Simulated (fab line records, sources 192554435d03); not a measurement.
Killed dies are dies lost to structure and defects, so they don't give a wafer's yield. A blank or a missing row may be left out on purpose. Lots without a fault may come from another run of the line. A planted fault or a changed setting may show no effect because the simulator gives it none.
One fault seen from 2 desks | flow n5_finfet | each desk has only its own numbers; what lay behind them comes last

THE TOOL OWNER'S DESK: rie_diel-05
The tool's own readings at N5_BEOL_M0_ETCH_138 (etches SiCN in CH3F/O2, target depth 12 nm, time 31.6 s): means of the sampled wafers that have a number, for each lot that ran on this tool. A lot is out of limits, marked OUT, if its mean lies more than 4 standard deviations from the usual mean; the brackets give that distance.
Columns: A = drypump_motor_current_A at N5_BEOL_M0_ETCH_138, usual 5.7 A; B = etch_rf_on_time_s at N5_BEOL_M0_ETCH_138, usual 29.3 s; C = oes_product_au at N5_BEOL_M0_ETCH_138, usual 0.66 a.u.; D = rf_vpp_V at N5_BEOL_M0_ETCH_138, usual 298.1 V; E = showerhead_plenum_p_Torr at N5_BEOL_M0_ETCH_138, usual 2.04 Torr; F = throttle_valve_pct at N5_BEOL_M0_ETCH_138, usual 16.39 %
lot  | first seen here | A   | B              | C    | D     | E    | F
L326 | day 6 16:41     | 6.0 | 29.3           | 0.67 | 299.0 | 2.07 | 16.22
L329 | day 7 10:23     | 6.0 | 28.8           | 0.67 | 298.4 | 2.06 | 16.23
L333 | day 8 20:13     | 6.0 | 29.1           | 0.66 | 298.7 | 2.06 | 16.26
L334 | day 8 23:48     | 5.8 | 29.8           | 0.64 | 297.6 | 2.05 | 16.35
L339 | day 10 01:52    | 5.3 | 20.9 (-13) OUT | 0.75 | 298.1 | 2.08 | 16.64
L341 | day 10 14:43    | 5.5 | 20.8 (-13) OUT | 0.80 | 299.2 | 2.09 | 16.41
This desk's finding: out of limits on L339, L341; first on L339, day 10 01:52 (etch_rf_on_time_s at N5_BEOL_M0_ETCH_138). In limits: L326, L329, L333, L334.

THE METROLOGY DESK
What the gauges read, lot by lot, whatever tool the lot ran on: means of the sampled wafers that have a number. A lot is out of limits, marked OUT, if its mean lies more than 4 standard deviations from the usual mean; the brackets give that distance. Of its 11 readings 7 are shown: those that lie furthest out on some lot.
Columns: A = DIBL_N at N5_BEOL_M4_RC_MEAS_101, usual 35.8 mV/V; B = DIBL_P at N5_BEOL_M4_RC_MEAS_101, usual 36.0 mV/V; C = IOFF_N at N5_BEOL_M4_RC_MEAS_101, usual 0.153 nA/um; D = IOFF_P at N5_BEOL_M4_RC_MEAS_101, usual 0.21 nA/um; E = ION_N at N5_BEOL_M4_RC_MEAS_101, usual 673 uA/um; F = SS_N at N5_BEOL_M4_RC_MEAS_101, usual 71.4 mV/dec; G = VT_P at N5_BEOL_M4_RC_MEAS_101, usual -250 mV
lot  | first seen here | A    | B    | C     | D    | E   | F    | G
L324 | day 6 08:15     | 36.7 | 38.9 | 0.174 | 0.29 | 683 | 71.5 | -242
L325 | day 6 15:55     | 38.1 | 37.6 | 0.171 | 0.23 | 681 | 71.9 | -251
L326 | day 6 16:25     | 37.2 | 36.0 | 0.185 | 0.24 | 691 | 71.0 | -244
L329 | day 7 09:45     | 32.9 | 32.2 | 0.108 | 0.15 | 653 | 70.4 | -255
L333 | day 8 19:57     | 36.1 | 37.6 | 0.169 | 0.21 | 672 | 71.7 | -251
L334 | day 8 23:04     | 34.6 | 34.1 | 0.131 | 0.19 | 666 | 71.1 | -250
L339 | day 10 01:17    | 35.8 | 36.7 | 0.157 | 0.20 | 671 | 71.5 | -251
L341 | day 10 14:00    | 36.2 | 36.2 | 0.156 | 0.20 | 670 | 71.4 | -251
L344 | day 11 06:34    | 34.9 | 34.1 | 0.139 | 0.18 | 672 | 71.0 | -253
This desk's finding: nothing out of limits on any of the 9 lots.

PUT TOGETHER
The tool owner's desk could have raised an alarm at day 10 01:52, on L339, L341.
The metrology desk saw nothing out of limits.
The metrology desk has L339, L341 on record, within its limits.
Of the lots named, all ran N5_BEOL_M0_ETCH_138 on rie_diel-05.

WHAT THE SIMULATOR HAD PUT IN
Process parameter drift: rie_diel-05, from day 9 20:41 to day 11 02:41, at N5_BEOL_M0_ETCH_138. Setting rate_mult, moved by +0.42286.
Lots struck among those shown: L339, L341.
Hours from the fault's start to each desk's first reading out of limits: the tool owner's desk, 5.
